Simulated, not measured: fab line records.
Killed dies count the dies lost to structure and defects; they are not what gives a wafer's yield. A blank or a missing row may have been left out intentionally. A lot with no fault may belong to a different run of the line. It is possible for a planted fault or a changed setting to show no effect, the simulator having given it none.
Chamber matching -- flow n5 finfet -- N5_ILD0_LINER_00 on ald sin-01 has 4 sister chambers
The step material SiNx, target thk 4 nm, pulse time 1 s, purge time 2 s. 16 wafers are shown with their chamber, then 8 later ones without.

## WAFERS, EACH WITH ITS CHAMBER
wafer,chamber,heater power w (W),precursor pulse height rel
L074.3,3,1012,0.994
L074.4,2,801,1.028
L074.5,3,1012,1.022
L077.1,1,863,1.025
L077.3,2,793,1.026
L077.6,2,795,0.973
L078.1,1,861,0.983
L078.4,0,827,1.005
L078.5,0,824,0.976
L080.1,3,993,0.996
L080.4,1,879,1.003
L080.5,0,827,0.999
L083.3,2,819,1.037
L083.5,3,1014,1.004
L083.6,0,807,0.957
L086.2,2,810,0.990

SIGNATURES (means of the wafers above)
reading,chamber 0,chamber 1,chamber 2,chamber 3,scatter within a chamber
heater power w,821.25,867.67,803.60,1007.75,10.1
precursor pulse height rel,0.98425,1.00367,1.01080,1.00400,0.0222
Rule: for a wafer and a chamber, the distance is found by dividing, reading by reading, the gap between the wafer's reading and the chamber's mean by the reading's scatter, squaring, summing and taking the root. If the next closest chamber is less than 2 further off than the closest, the wafer can't be placed; otherwise it belongs to the closest. The scatter: take each reading less its chamber's mean, square it, sum over the shown wafers, divide by the number of wafers less the number of chambers, and take the root.

## WAFERS WHOSE CHAMBER IS MISSING
wafer,heater power w (W),precursor pulse height rel
L086.3,993,0.982
L086.6,820,0.975
L095.4,818,1.012
L095.5,819,1.007
L095.6,863,1.028
L097.2,852,1.004
L097.3,826,1.009
L097.6,818,0.988

## THE CHAMBER EACH PASSED THROUGH
wafer,from the rows above,in truth
L086.3,3,3
L086.6,can't be placed: 0 or 2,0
L095.4,can't be placed: 0 or 2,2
L095.5,can't be placed: 0 or 2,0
L095.6,1,1
L097.2,can't be placed: 1 or 0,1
L097.3,can't be placed: 0 or 2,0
L097.6,can't be placed: 0 or 2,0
Correctly placed: 2 of 8. Not placeable from these rows: 6 (in 6, the candidates include the true chamber). 0 placed wrongly.
